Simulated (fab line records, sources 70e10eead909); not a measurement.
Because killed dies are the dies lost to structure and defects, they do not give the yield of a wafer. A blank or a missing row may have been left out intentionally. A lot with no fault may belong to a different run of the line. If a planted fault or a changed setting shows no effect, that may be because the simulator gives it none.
Comparing a struck lot with a sound one :: flow nand harc :: 14 steps out of a route of 1159
Sound: the wafers L644.4, L644.5, L644.6. Wafers L663.2, L663.4, L663.5 were the ones struck. The cause comes at the end.
At each step with rows: each side's tool, then ch and its chambers, then its first start. Under that, the readings that differ: sound wafers :: struck wafers :: difference of the means :: sigmas: that difference in standard deviations of wafers without a fault.
alike: readings with means less than 2 such deviations apart, plus words and numbers identical on both sides. not compared: withheld readings, readings lacking a value on some wafer, bounds such as >300 that could conceal the same value, and numbers that have no deviation in the record and whose values overlap.
The two part at a step that has a row with sigmas, a row that says differs or no value, or rows on one side only. Numbers that don't overlap but have no deviation are shown without sigmas and don't part them. Lack of a reading on every wafer of one side parts them only where that side has two or more wafers.

first, 6 steps without rows for these wafers: NHARC_A_STAIRCASE_SOFTBAKE_212 (time 170 s); NHARC_A_STAIRCASE_EBR_213; NHARC_A_STAIRCASE_EXPOSE_214 (exposes mask STAIR 3); NHARC_A_STAIRCASE_PEB_215 (peb time 130 s); NHARC_A_STAIRCASE_DEVELOP_216 (time 140 s); NHARC_A_STAIRCASE_HARDBAKE_218 (time 140 s).
NHARC_A_STAIRCASE_DESCUM_219: chemistry O2, time 3 s.
  sound on rie diel-01 ch 1,2, day 11 01:35; struck on rie diel-01 ch 1,2,3, day 15 21:09
  alike: drypump motor current A, oes product au, rf vpp V, showerhead plenum p Torr, throttle valve pct
  not compared: rf hours counter h
NHARC_A_STAIRCASE_TRIM_220: chemistry O2, time 211.2 s.
  sound on rie diel-01 ch 1,2,3, day 11 01:42; struck on rie diel-01 ch 0,3, day 15 21:14
  alike: drypump motor current A, oes product au, rf vpp V, showerhead plenum p Torr, throttle valve pct
  not compared: rf hours counter h
then, 1 step without rows for these wafers: NHARC_A_STAIRCASE_ETCH_221 (etches the open film in C4F8/O2, target depth 100 nm, time 40.5 s).
NHARC_A_STAIRCASE_TRIM_222: chemistry O2, time 211.2 s.
  sound: rie diel-01 ch 0,1; struck: rie diel-01 ch 1,2
  alike: drypump motor current A, oes product au, rf vpp V, showerhead plenum p Torr, throttle valve pct
  not compared: rf hours counter h
NHARC_A_STAIRCASE_ETCH_223: etches the open film in C4F8/O2, target depth 100 nm, time 40.5 s.
  sound: rie diel-01 ch 1,2; struck: rie diel-01 ch 0,1,3
  alike: oes product au, rf vpp V
  not compared: rf hours counter h
NHARC_A_STAIRCASE_TRIM_224: chemistry O2, time 211.2 s.
  sound on rie diel-01 ch 0,3, day 11 02:10; struck on rie diel-01 ch 0,1,3, day 15 21:43
reading: oes product au (a.u.)
sound: 0.981 1.008 0.991
struck: 1.193 1.182 1.222
difference: +0.206
sigmas: +16
  alike: drypump motor current A, rf vpp V, showerhead plenum p Torr, throttle valve pct
  not compared: rf hours counter h
NHARC_A_STAIRCASE_ETCH_225: etches the open film in C4F8/O2, target depth 100 nm, time 40.5 s.
  sound: rie diel-01 ch 2,3; struck: rie diel-01 ch 0,2,3
  alike: oes product au, rf vpp V
  not compared: rf hours counter h
-- record jumps: 9 days between struck wafers' starts before vs after; left off in module A_STAIRCASE, resumes in module END, first step shown is number 1159 of the route --
NHARC_END_SORT_01:
  here the record holds rows for the struck wafers (prober-02 ch 0, day 24 22:06) but none for the sound ones

WHERE THEY PART
Last at NHARC_END_SORT_01 as far as this record goes, first at NHARC_A_STAIRCASE_TRIM_224.

WHY: what the simulator had put in
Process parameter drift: rie diel-01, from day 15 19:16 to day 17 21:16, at NHARC_A_STAIRCASE_TRIM_224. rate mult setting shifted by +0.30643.
